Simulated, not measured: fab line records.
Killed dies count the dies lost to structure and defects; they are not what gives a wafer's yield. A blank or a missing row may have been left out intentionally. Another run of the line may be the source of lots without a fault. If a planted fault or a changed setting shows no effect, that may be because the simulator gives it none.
fab line records ; flow n5_finfet
record lots=7; wafers=19; last_day=17
route steps=1938 shown BEOL_M4@1052 PASSIVATION@1936
lots that met no fault: from a run of the same line without faults
start_h: hours from the record's first day to the start of the lot's first wafer shown ; wait_h: time in hours since the lot's previous step ; " unchanged from the row above ; L1.1+2: a row that stands for several wafers ; - no value, or no start was given ; * or withheld: withheld ; < > ~ a bound
route shown NAME@n: a module of which the file shows steps, and the number in the route of the first ; usual: mean and standard deviation over wafers with no fault ; same: alike in all rows ; chamber/n: place in a boat ; sites: each site's reading ; _std_site: their standard deviation ; _edge_site: outer sites' mean less inner sites' ; radius_mm: how far each site lies from the wafer's centre ; mask NAME#n: copy n ; behind: tool/chamber where the wafer was last shaped ; hold: why the lot was held/for how many hours/how that ended ; device: which transistor (n, p or np) failed to switch ; end of line: the route-end tests of the same wafers ; a step with no rows: only its recipe ; killed: at the first sort, the dies lost to defects and structure; wafer yield is something else ; map: dies across one wafer; x = killed, . = not, _ = none there
set.NAME: setting as actually run; set.NAME@STEP: the setting as run at that earlier step ; model.NAME: the simulator's own value behind a step, which no gauge read
a table for each step, a row for each wafer; lots at some steps of the route
services: when a tool's chamber went out of use (start_h, in hours from the record's first day, below 0 if earlier), for how many hours, and the reason
## steps
# step N5_BEOL_M4_SOFTBAKE_23
# recipe temp_c=110; time_s=60; resist=CAR-EUV
# step N5_BEOL_M4_EXPOSE_25
# recipe mask_id=V3; na=0.33; source_shape=quasar; sigma_inner=0.2; sigma_outer=0.8; polarization=unpolarized; defocus_nm=5; dose_mj=63
# step N5_BEOL_M4_PEB_26
# recipe peb_temp_c=100; peb_time_s=60; resist=CAR-EUV
# step N5_BEOL_M4_DEVELOP_27
# recipe develop_time_s=30; developer=TMAH; resist=CAR-EUV; rinse_liquid=surfactant_rinse; dry=air_spin; dev_temp_c=23
# step N5_BEOL_M4_CD_MEAS_28
# recipe target_cd_nm=26.2; landing_energy_ev=500; detector=se_inlens; target_cd_y_nm=24.1; polarity=opening
# usual cd_nm=26.20/0.2
lot.wafer;tool;chamber;start_h;wait_h;cd_nm
L890.3;cd_sem-02;0;171.00;-;26.63
L890.5;cd_sem-02;0;171.00;-;26.25
L890.6;cd_sem-02;0;171.00;-;26.35
L896.1;cd_sem-03;0;205.30;-;25.97
L896.3;cd_sem-03;0;205.30;-;26.03
L896.5;cd_sem-03;0;205.30;-;26.12
L898.3;cd_sem-01;0;208.95;-;26.33
L898.4;cd_sem-01;0;208.95;-;26.06
L898.5;cd_sem-01;0;208.95;-;26.47
L900.5;cd_sem-03;0;221.77;-;26.01
L900.6;cd_sem-03;0;221.77;-;26.26
L902.1;cd_sem-03;0;237.53;-;26.30
L902.5;cd_sem-03;0;237.53;-;25.86
L907.2;cd_sem-03;0;269.10;-;26.32
L907.4;cd_sem-03;0;269.10;-;26.34
L907.5;cd_sem-03;0;269.10;-;26.02
L910.1;cd_sem-02;0;279.19;-;26.21
L910.4;cd_sem-02;0;279.19;-;26.08
L910.5;cd_sem-02;0;279.19;-;26.12
# step N5_BEOL_M4_OVL_MEAS_29
# recipe points_per_wafer=522
# usual V3_OVL=-0.3/0.58
# same points_per_wafer=522
lot.wafer;tool;chamber;start_h;wait_h;V3_OVL[nm]
L890.3;overlay-02;0;171.04;0.0;0.1
L890.5;overlay-02;0;171.04;0.0;-0.3
L890.6;overlay-02;0;171.04;0.0;-0.5
L896.1;overlay-02;0;205.33;0.0;0.6
L896.3;overlay-02;0;205.33;0.0;-0.7
L896.5;overlay-02;0;205.33;0.0;-0.6
L898.3;overlay-01;0;208.99;0.0;0.2
L898.4;overlay-01;0;208.99;0.0;0.4
L898.5;overlay-01;0;208.99;0.0;-0.8
L900.5;overlay-02;0;221.82;0.0;-0.6
L900.6;overlay-02;0;221.82;0.0;0.0
L902.1;overlay-01;0;237.56;0.0;-0.7
L902.5;overlay-01;0;237.56;0.0;-0.2
L907.2;overlay-02;0;269.14;0.0;-0.2
L907.4;overlay-02;0;269.14;0.0;0.0
L907.5;overlay-02;0;269.14;0.0;-0.4
L910.1;overlay-02;0;279.22;0.0;-1.1
L910.4;overlay-02;0;279.22;0.0;-0.3
L910.5;overlay-02;0;279.22;0.0;-0.1
# step N5_BEOL_M4_INSPECT_30
# recipe mode=adi; inspect_instrument=brightfield
# usual raw_defect_count=421/87
lot.wafer;tool;chamber;start_h;wait_h;raw_defect_count
L890.3;defect_inspect-02;-;171.09;0.0;466
L890.5;defect_inspect-02;-;171.09;0.0;649
L890.6;defect_inspect-02;-;171.09;0.0;500
L896.1;defect_inspect-02;-;205.39;0.1;486
L896.3;defect_inspect-02;-;205.39;0.1;340
L896.5;defect_inspect-02;-;205.39;0.1;343
L898.3;defect_inspect-02;-;209.03;0.0;525
L898.4;defect_inspect-02;-;209.03;0.0;404
L898.5;defect_inspect-02;-;209.03;0.0;374
L900.5;defect_inspect-02;-;221.86;0.0;377
L900.6;defect_inspect-02;-;221.86;0.0;365
L902.1;defect_inspect-02;-;237.62;0.1;396
L902.5;defect_inspect-02;-;237.62;0.1;588
L907.2;defect_inspect-01;-;269.19;0.0;370
L907.4;defect_inspect-01;-;269.19;0.0;338
L907.5;defect_inspect-01;-;269.19;0.0;434
L910.1;defect_inspect-02;-;279.28;0.1;405
L910.4;defect_inspect-02;-;279.28;0.1;602
L910.5;defect_inspect-02;-;279.28;0.1;545
# step N5_BEOL_M4_DESCUM_33
# recipe chemistry=O2; time_s=7; source_power_w=50; bias_power_w=20; pressure_mtorr=20; rf_frequency_hz=2.712e+07; temp_c=40; resist=CAR-EUV; o2_flow_sccm=225
# usual drypump_motor_current_A=5.5/0.44; oes_product_au=0.82/0.089; rf_vpp_V=243.2/1.4; showerhead_plenum_p_Torr=2.10/0.068; throttle_valve_pct=20.55/0.26
# same time_s=7
lot.wafer;tool;chamber;start_h;wait_h;drypump_motor_current_A;oes_product_au;rf_hours_counter_h;rf_vpp_V;showerhead_plenum_p_Torr;throttle_valve_pct
L890.3;rie_diel-01;3;171.12;0.0;6.2;0.82;95;244.0;2.21;20.86
L890.5;rie_diel-01;1;171.12;0.0;6.1;0.77;-;242.6;2.02;20.65
L890.6;rie_diel-01;2;171.12;0.0;5.6;0.92;-;245.6;2.23;20.03
L896.1;rie_diel-01;0;205.43;0.0;5.9;0.95;19;241.8;2.14;20.22
L896.3;rie_diel-01;2;205.43;0.0;5.6;0.90;36;246.4;2.23;20.08
L896.5;rie_diel-01;1;205.43;0.0;6.1;0.76;-;243.1;2.01;20.69
L898.3;rie_diel-02;0;209.23;0.2;5.6;0.75;185;243.9;2.09;20.81
L898.4;rie_diel-02;1;209.23;0.2;5.4;0.89;25;244.3;2.04;20.18
L898.5;rie_diel-02;3;209.23;0.2;4.9;0.73;-;242.1;2.09;20.50
L900.5;rie_diel-04;1;221.92;0.1;4.7;0.67;-;241.9;2.05;20.65
L900.6;rie_diel-04;0;221.92;0.1;5.5;0.89;-;243.6;2.12;20.53
L902.1;rie_diel-04;3;237.77;0.2;5.4;0.80;109;243.2;2.12;20.62
L902.5;rie_diel-04;3;237.77;0.2;5.4;0.79;-;243.6;2.12;20.62
L907.2;rie_diel-02;0;269.22;0.0;5.6;0.73;205;242.4;2.08;20.84
L907.4;rie_diel-02;1;269.22;0.0;5.4;0.86;45;242.0;2.03;20.20
L907.5;rie_diel-02;3;269.22;0.0;4.9;0.72;-;242.5;2.09;20.53
L910.1;rie_diel-02;3;279.31;0.0;4.9;0.71;195;242.4;2.09;20.54
L910.4;rie_diel-02;1;279.31;0.0;5.3;0.86;48;241.0;2.03;20.21
L910.5;rie_diel-02;0;279.31;0.0;5.6;0.72;-;241.3;2.08;20.86
# step N5_BEOL_M4_ETCH_77
# recipe chemistry=N2/H2; target=underlayer; target_depth_a=65; mask_material=CAR-EUV; time_s=5.2; ion_energy_ev=200; pressure_mtorr=30; source_w=840; bias_w=150; n2_flow_sccm=200; h2_flow_sccm=200; ends=cleared
# usual drypump_motor_current_A=5.5/0.44; etch_rf_on_time_s=5.14/0.081; oes_product_au=0.70/0.075; rf_vpp_V=524.2/2.4; showerhead_plenum_p_Torr=2.55/0.082; throttle_valve_pct=17.93/0.29
lot.wafer;tool;chamber;start_h;wait_h;drypump_motor_current_A;etch_rf_on_time_s;oes_product_au;rf_hours_counter_h;rf_vpp_V;showerhead_plenum_p_Torr;throttle_valve_pct
L890.3;rie_diel-01;3;171.16;0.0;6.2;5.03;0.71;95;528.8;2.68;18.29
L890.5;rie_diel-01;1;171.16;0.0;6.1;5.12;0.67;-;521.5;2.45;18.07
L890.6;rie_diel-01;2;171.16;0.0;5.6;5.17;0.79;-;528.8;2.70;17.34
L896.1;rie_diel-01;0;205.46;0.0;5.9;5.10;0.81;19;523.4;2.60;17.61
L896.3;rie_diel-01;2;205.46;0.0;5.6;5.15;0.77;36;526.7;2.70;17.33
L896.5;rie_diel-01;1;205.46;0.0;6.1;5.13;0.65;-;522.7;2.44;18.09
L898.3;rie_diel-02;0;209.26;0.0;5.6;5.24;0.62;185;523.6;2.52;18.02
L898.4;rie_diel-02;1;209.26;0.0;5.4;5.15;0.77;25;523.5;2.48;17.49
L898.5;rie_diel-02;3;209.26;0.0;4.9;5.24;0.62;-;522.9;2.54;17.95
L900.5;rie_diel-04;1;221.94;0.0;4.7;5.31;0.57;-;522.5;2.49;17.96
L900.6;rie_diel-04;0;221.94;0.0;5.5;5.05;0.76;-;527.5;2.58;17.98
L902.1;rie_diel-04;3;237.80;0.0;5.4;5.25;0.68;109;527.9;2.56;18.01
L902.5;rie_diel-04;3;237.80;0.0;5.4;5.23;0.68;-;524.9;2.56;17.98
L907.2;rie_diel-02;0;269.26;0.0;5.6;5.25;0.61;205;522.3;2.51;18.05
L907.4;rie_diel-02;1;269.26;0.0;5.3;5.17;0.73;45;521.7;2.47;17.54
L907.5;rie_diel-02;3;269.26;0.0;4.9;5.18;0.61;-;524.7;2.53;17.99
L910.1;rie_diel-02;3;279.35;0.0;4.9;5.20;0.62;195;522.6;2.52;18.00
L910.4;rie_diel-02;1;279.35;0.0;5.4;5.16;0.73;48;521.7;2.47;17.54
L910.5;rie_diel-02;0;279.35;0.0;5.6;5.25;0.62;-;523.1;2.50;18.04
# step N5_BEOL_M4_ETCH_69
# recipe chemistry=CF4; target=SiARC; target_depth_a=156; mask_material=CAR-EUV; time_s=26; ion_energy_ev=80; pressure_mtorr=40; source_w=545; bias_w=36; Ar_flow_sccm=100; cf4_flow_sccm=100; ends=cleared
# usual drypump_motor_current_A=5.5/0.43; etch_rf_on_time_s=25.8/0.37; oes_product_au=0.70/0.075; rf_vpp_V=184.1/1.1; showerhead_plenum_p_Torr=2.15/0.061; throttle_valve_pct=15.69/0.25
lot.wafer;tool;chamber;start_h;wait_h;drypump_motor_current_A;etch_rf_on_time_s;oes_product_au;rf_hours_counter_h;rf_vpp_V;showerhead_plenum_p_Torr;throttle_valve_pct
L890.3;rie_diel-01;3;171.17;0.0;6.2;25.4;0.71;95;184.6;2.24;15.87
L890.5;rie_diel-01;1;171.17;0.0;6.1;25.5;0.67;-;183.7;2.07;15.86
L890.6;rie_diel-01;2;171.17;0.0;5.6;25.7;0.80;-;184.6;2.27;15.16
L896.1;rie_diel-01;0;205.48;0.0;5.9;25.1;0.82;19;184.0;2.19;15.43
L896.3;rie_diel-01;2;205.48;0.0;5.6;25.4;0.77;36;184.6;2.26;15.16
L896.5;rie_diel-01;1;205.48;0.0;6.1;25.4;0.67;-;184.7;2.07;15.89
L898.3;rie_diel-02;0;209.28;0.0;5.6;26.3;0.63;185;183.4;2.13;15.93
L898.4;rie_diel-02;1;209.28;0.0;5.3;26.1;0.76;25;181.9;2.10;15.39
L898.5;rie_diel-02;3;209.28;0.0;4.9;26.1;0.62;-;184.9;2.14;15.68
L900.5;rie_diel-04;1;221.98;0.0;4.8;26.5;0.58;-;184.1;2.11;15.96
L900.6;rie_diel-04;0;221.98;0.0;5.5;25.4;0.75;-;184.8;2.18;15.69
L902.1;rie_diel-04;3;237.82;0.0;5.4;25.5;0.68;109;185.1;2.16;15.71
L902.5;rie_diel-04;3;237.82;0.0;5.4;25.4;0.69;-;185.3;2.16;15.71
L907.2;rie_diel-02;0;269.27;0.0;5.6;26.6;0.62;205;184.2;2.12;15.97
L907.4;rie_diel-02;1;269.27;0.0;5.4;26.2;0.74;45;181.4;2.09;15.41
L907.5;rie_diel-02;3;269.27;0.0;4.9;26.1;0.61;-;183.5;2.13;15.73
L910.1;rie_diel-02;3;279.37;0.0;4.9;25.8;0.61;195;182.7;2.13;15.72
L910.4;rie_diel-02;1;279.37;0.0;5.4;26.0;0.74;48;183.8;2.09;15.43
L910.5;rie_diel-02;0;279.37;0.0;5.6;26.4;0.62;-;184.2;2.12;15.99
# step N5_BEOL_M4_ALD_98
# recipe material=SiO2; target_thk_a=25; temp_c=100; ald_precursor_family=BDEAS; ald_co_reactant=O2-plasma; pulse_time_s=1; co_reactant_pulse_time_s=1; purge_time_s=2; co_reactant_purge_time_s=2; ald_cycles=17; pressure_torr=2
# usual heater_power_outer_w=41/5.3; heater_power_w=77/7.4; precursor_pulse_height_rel=1.000/0.018
lot.wafer;tool;chamber;start_h;wait_h;heater_power_outer_w;heater_power_w;precursor_pulse_height_rel
L890.3;ald_sin-03;1;171.26;0.1;37;71;1.004
L890.5;ald_sin-03;2;171.26;0.1;37;74;1.009
L890.6;ald_sin-03;1;171.26;0.1;36;71;1.036
L896.1;ald_sin-02;2;205.79;0.3;43;79;1.020
L896.3;ald_sin-02;0;205.79;0.3;45;81;0.970
L896.5;ald_sin-02;0;205.79;0.3;45;82;1.011
L898.3;ald_sin-02;1;209.46;0.2;31;60;1.004
L898.4;ald_sin-02;3;209.46;0.2;44;87;0.973
L898.5;ald_sin-02;2;209.46;0.2;42;80;1.006
L900.5;ald_sin-01;2;222.44;0.4;52;86;1.021
L900.6;ald_sin-01;3;222.44;0.4;42;78;1.009
L902.1;ald_sin-02;0;237.92;0.1;45;82;1.007
L902.5;ald_sin-02;1;237.92;0.1;31;60;0.970
L907.2;ald_sin-03;1;269.36;0.1;35;69;0.998
L907.4;ald_sin-03;3;269.36;0.1;42;76;1.015
L907.5;ald_sin-03;0;269.36;0.1;42;80;0.994
L910.1;ald_sin-02;3;279.45;0.1;43;90;1.007
L910.4;ald_sin-02;2;279.45;0.1;41;79;0.981
L910.5;ald_sin-02;1;279.45;0.1;31;60;0.967
# step N5_BEOL_M4_ETCHBACK_99
# recipe chemistry=CHF3; target=SiO2; target_depth_a=50; time_s=10.4; source_w=215; bias_w=47; Ar_flow_sccm=200; CHF3_flow_sccm=12; ion_energy_ev=100; pressure_mtorr=30
# usual CHF3_flow_sccm=12.00/0.033; drypump_motor_current_A=5.5/0.42; oes_f_703_au=0.81/0.079; oes_product_au=0.81/0.083; rf_vpp_V=241/3.1; showerhead_plenum_p_Torr=2.16/0.064; throttle_valve_pct=17.17/0.26
# same time_s=10.4
lot.wafer;tool;chamber;start_h;wait_h;CHF3_flow_sccm;drypump_motor_current_A;oes_f_703_au;oes_product_au;rf_hours_counter_h;rf_vpp_V;showerhead_plenum_p_Torr;throttle_valve_pct
L890.3;rie_diel-04;1;173.73;2.4;12.00;4.7;0.70;0.68;229;242;2.12;17.34
L890.5;rie_diel-04;3;173.73;2.4;11.99;5.4;0.83;0.81;-;237;2.18;17.15
L890.6;rie_diel-04;2;173.73;2.4;11.99;5.6;0.90;0.92;-;239;2.19;17.17
L896.1;rie_diel-04;0;209.04;3.2;12.05;5.5;0.87;0.90;44;245;2.19;17.17
L896.3;rie_diel-04;2;209.04;3.2;12.00;5.7;0.89;0.90;29;239;2.18;17.21
L896.5;rie_diel-04;2;209.04;3.2;12.03;5.6;0.89;0.89;-;239;2.18;17.19
L898.3;rie_diel-04;3;210.63;1.1;12.04;5.4;0.81;0.81;99;239;2.17;17.18
L898.4;rie_diel-04;1;210.63;1.1;12.01;4.8;0.69;0.67;242;241;2.12;17.38
L898.5;rie_diel-04;2;210.63;1.1;12.01;5.6;0.88;0.89;-;238;2.18;17.19
L900.5;rie_diel-04;2;229.55;7.1;12.00;5.6;0.87;0.88;-;239;2.18;17.22
L900.6;rie_diel-04;3;229.55;7.1;12.01;5.4;0.80;0.79;-;240;2.17;17.18
L902.1;rie_diel-04;2;238.99;1.0;11.99;5.7;0.86;0.88;41;238;2.18;17.22
L902.5;rie_diel-04;2;238.99;1.0;11.99;5.6;0.86;0.87;-;239;2.18;17.22
L907.2;rie_diel-02;0;271.05;1.6;11.95;5.6;0.72;0.73;206;238;2.14;17.45
L907.4;rie_diel-02;2;271.05;1.6;12.03;5.0;0.70;0.69;209;236;2.05;17.50
L907.5;rie_diel-02;0;271.05;1.6;11.98;5.6;0.73;0.72;-;238;2.14;17.45
L910.1;rie_diel-02;0;286.93;7.4;12.01;5.6;0.73;0.73;211;238;2.13;17.46
L910.4;rie_diel-02;2;286.93;7.4;11.90;5.0;0.69;0.70;215;238;2.05;17.50
L910.5;rie_diel-02;3;286.93;7.4;12.01;4.9;0.71;0.72;-;245;2.14;17.18
# step N5_BEOL_M4_ETCH_70
# recipe chemistry=N2/H2; target=SOC; target_depth_a=800; overetch_a=240; mask_material=SiARC; temp_c=40; time_s=130; ion_energy_ev=200; pressure_mtorr=30; source_w=840; bias_w=150; n2_flow_sccm=200; h2_flow_sccm=200
# usual drypump_motor_current_A=5.5/0.42; oes_product_au=0.59/0.058; rf_vpp_V=524.1/2.4; showerhead_plenum_p_Torr=2.55/0.082; throttle_valve_pct=17.90/0.3
# same time_s=130
lot.wafer;tool;chamber;start_h;wait_h;drypump_motor_current_A;oes_product_au;rf_hours_counter_h;rf_vpp_V;showerhead_plenum_p_Torr;throttle_valve_pct;model.SiARC_of_BEOL_M4_COAT_68.thk_nm
L890.3;rie_diel-04;1;173.76;0.0;4.8;0.51;229;523.4;2.50;17.91;6
L890.5;rie_diel-04;3;173.76;0.0;5.4;0.60;-;525.6;2.57;17.92;6
L890.6;rie_diel-04;2;173.76;0.0;5.7;0.67;-;526.1;2.61;18.15;6
L896.1;rie_diel-04;0;209.08;0.0;5.5;0.64;44;524.6;2.59;17.92;5.6
L896.3;rie_diel-04;2;209.08;0.0;5.6;0.66;29;525.5;2.60;18.17;6
L896.5;rie_diel-04;2;209.08;0.0;5.6;0.66;-;524.9;2.60;18.18;6
L898.3;rie_diel-04;3;210.67;0.0;5.4;0.58;99;525.2;2.57;17.94;5.8
L898.4;rie_diel-04;1;210.67;0.0;4.8;0.50;242;522.8;2.49;17.94;5.8
L898.5;rie_diel-04;2;210.67;0.0;5.7;0.66;-;526.1;2.60;18.18;2.2
L900.5;rie_diel-04;2;229.61;0.0;5.7;0.65;-;524.4;2.60;18.18;2.2
L900.6;rie_diel-04;3;229.61;0.0;5.4;0.59;-;525.9;2.56;17.95;5.8
L902.1;rie_diel-04;2;239.03;0.0;5.7;0.64;41;525.0;2.60;18.20;2.2
L902.5;rie_diel-04;2;239.03;0.0;5.7;0.64;-;525.9;2.60;18.20;2.2
L907.2;rie_diel-02;0;271.08;0.0;5.6;0.54;206;523.9;2.51;18.02;6.2
L907.4;rie_diel-02;2;271.08;0.0;5.0;0.52;209;518.4;2.41;18.18;6
L907.5;rie_diel-02;0;271.08;0.0;5.6;0.54;-;523.4;2.51;18.02;6.2
L910.1;rie_diel-02;0;286.97;0.0;5.6;0.54;211;523.3;2.50;18.03;6.2
L910.4;rie_diel-02;2;286.97;0.0;5.0;0.51;215;520.6;2.41;18.20;6
L910.5;rie_diel-02;3;286.97;0.0;5.0;0.53;-;521.9;2.52;17.95;5.8
# step N5_BEOL_M4_STRIP_71
# recipe chemistry=N2/H2; temp_c=40; n2_flow_sccm=200; h2_flow_sccm=200; rf_frequency_hz=6e+07
# step N5_BEOL_M4_RC_MEAS_101
# usual DIBL_N=36.4/1.5; DIBL_P=36.4/1.6; IOFF_N=0.164/0.025; IOFF_P=0.214/0.028; ION_N=675/9.9; ION_P=463/6.5; SS_N=71.5/0.5; SS_P=73.3/0.56; VT_N=249.2/2.7; VT_P=-250.1/2.8
lot.wafer;tool;chamber;start_h;wait_h;DIBL_N[mV/V];DIBL_P[mV/V];IOFF_N[nA/um];IOFF_P[nA/um];ION_N[uA/um];ION_P[uA/um];SS_N[mV/dec];SS_P[mV/dec];VT_N[mV];VT_P[mV]
L890.3;prober-01;0;178.24;0.3;39.6;37.6;0.187;0.249;669;464;71.7;74.6;250.1;-248.0
L890.5;prober-01;0;178.24;0.3;38.6;36.5;0.166;0.237;676;467;71.9;73.4;250.8;-250.0
L890.6;prober-01;0;178.24;0.3;36.4;34.3;0.138;0.211;672;469;71.2;73.3;254.0;-248.7
L896.1;prober-01;0;214.57;1.0;38.6;38.6;0.208;0.250;691;465;71.9;73.4;247.3;-245.6
L896.3;prober-01;0;214.57;1.0;37.5;37.5;0.178;0.220;684;469;71.7;73.3;248.2;-250.6
L896.5;prober-01;0;214.57;1.0;37.3;37.2;0.177;0.221;683;465;71.4;73.1;245.7;-248.5
L898.3;prober-01;0;217.04;0.7;39.7;37.6;0.209;0.271;684;466;71.9;73.5;245.3;-248.5
L898.4;prober-01;0;217.04;0.7;38.3;35.7;0.169;0.232;668;461;71.8;73.3;249.4;-246.0
L898.5;prober-01;0;217.04;0.7;38.1;35.4;0.169;0.235;669;465;72.3;73.1;248.2;-247.4
L900.5;prober-01;0;235.17;0.6;37.3;37.1;0.208;0.282;698;485;72.0;73.0;243.0;-245.0
L900.6;prober-01;0;235.17;0.6;35.2;35.3;0.155;0.229;670;466;71.4;72.8;251.8;-248.4
L902.1;prober-01;0;244.25;0.2;32.9;34.8;0.122;0.178;669;458;70.7;72.4;251.5;-250.4
L902.5;prober-01;0;244.25;0.2;33.6;35.4;0.128;0.193;664;465;70.8;72.8;252.9;-250.6
L907.2;prober-02;0;276.93;0.2;37.1;37.2;0.163;0.237;665;459;72.0;73.6;247.4;-248.3
L907.4;prober-02;0;276.93;0.2;35.5;34.9;0.144;0.205;674;461;71.7;73.4;250.9;-248.5
L907.5;prober-02;0;276.93;0.2;38.8;38.8;0.211;0.275;687;469;71.7;74.8;244.4;-245.7
L910.1;prober-02;0;291.48;0.0;35.6;35.2;0.155;0.181;667;458;72.2;73.3;249.0;-252.2
L910.4;prober-02;0;291.48;0.0;35.3;35.7;0.161;0.185;686;469;71.6;72.5;249.0;-252.1
L910.5;prober-02;0;291.48;0.0;33.9;32.8;0.131;0.148;667;453;71.3;72.8;250.3;-256.1
# step N5_PASSIVATION_PROBE_49
# usual defect_limited_yield=91.1/1.4; killed_at_M0_to_M3=35/8.7; killed_at_M4_up=14/5.3; killed_at_contacts=12/6.2; killed_at_front_end=41/12; killed_at_other=3.4/2.6; killed_dies=105/16; killed_open=67/13; killed_short=36/7.3; sort_bin_5_function=5.2/0.96; sort_bin_6_memory=3.3/0.6; sort_n_pass=1075/16; sort_yield_pct=91.1/1.4
# same gross_dies=1180; killed_at_back_side=0; sort_bin_4_leakage[%]=0; sort_bin_8_speed[%]=0
lot.wafer;tool;chamber;start_h;wait_h;defect_limited_yield[%];killed_at_M0_to_M3;killed_at_M4_up;killed_at_contacts;killed_at_front_end;killed_at_other;killed_dies;killed_open;killed_short;sort_bin_5_function[%];sort_bin_6_memory[%];sort_n_pass;sort_yield_pct[%]
L898.5;prober-02;-;318.12;0.2;91.4;29;22;9;38;3;101;69;28;4.7;3.3;1079;91.4
L902.5;prober-02;-;345.50;0.2;93.7;19;20;6;28;1;74;50;19;3.8;1.9;1106;93.7
# killed by level:class
L898.5 FIN_SAQP:geometric_particle:open=10 STI_FIN_REVEAL:geometric_particle:open=10 BEOL_M2:geometric_particle:open=8 MOL_CONTACT_COAG:geometric_particle:open=7 BEOL_M4:geometric_particle:open=7 FIN_SAQP:geometric_particle:short=5 BEOL_M5:geometric_particle:open=5 BEOL_M0_SAQP:geometric_particle:open=4
L902.5 BEOL_M4:geometric_particle:open=9 STI_FIN_REVEAL:geometric_particle:open=5 GATE_CUT:geometric_particle:short=5 MOL_CONTACT_COAG:geometric_particle:open=5 BEOL_M2:geometric_particle:open=5 BEOL_M3:geometric_particle:open=5 BEOL_M6:geometric_particle:open=4 DUMMY_GATE:geometric_particle:open=3
## services
tool;chamber;start_h;hours;kind
ald_sin-03;3;172.68;20.5;repair
ald_sin-03;-;178.11;14.0;pm
ald_sin-03;0;178.11;14.0;vent_cycle
ald_sin-03;1;178.11;14.0;vent_cycle
ald_sin-03;2;178.11;14.0;vent_cycle
rie_diel-02;0;180.49;4.4;repair
ald_sin-02;-;182.71;14.6;pm
ald_sin-03;0;192.11;-;clean
ald_sin-03;1;192.11;-;clean
ald_sin-03;2;192.11;-;clean
rie_diel-02;-;220.78;2.3;repair
rie_diel-04;1;229.53;-;clean
rie_diel-04;1;229.53;-;consumable_replace:focus_ring
ald_sin-03;-;254.01;0.5;repair
ald_sin-01;-;261.74;0.3;repair
ald_sin-01;-;268.25;14.0;pm
ald_sin-01;0;268.25;14.0;vent_cycle
ald_sin-01;1;268.25;14.0;vent_cycle
ald_sin-01;2;268.25;14.0;vent_cycle
ald_sin-01;3;268.25;14.0;vent_cycle
rie_diel-01;3;270.15;5.9;repair
ald_sin-03;-;280.74;1.5;repair
ald_sin-01;0;282.25;-;clean
rie_diel-01;2;285.76;10.5;repair
## key
first_sign none at tools or gauges
model_effect step=N5_BEOL_M4_ETCH_70; value=SiARC_of_BEOL_M4_COAT_68.thk_nm; without=5.8; struck=2.2
met_at N5_BEOL_M4_ETCH_70
struck_wafers L898.5,L900.5,L902.1,L902.5
onset_between 209.08 210.67
fault kind=process_parameter_drift; tool=rie_diel-04; chamber=-; onset_h=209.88; steps=N5_BEOL_M4_ETCH_70; channel=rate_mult; offset=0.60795; shape=step; end_h=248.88; scope=struck_wafers_only
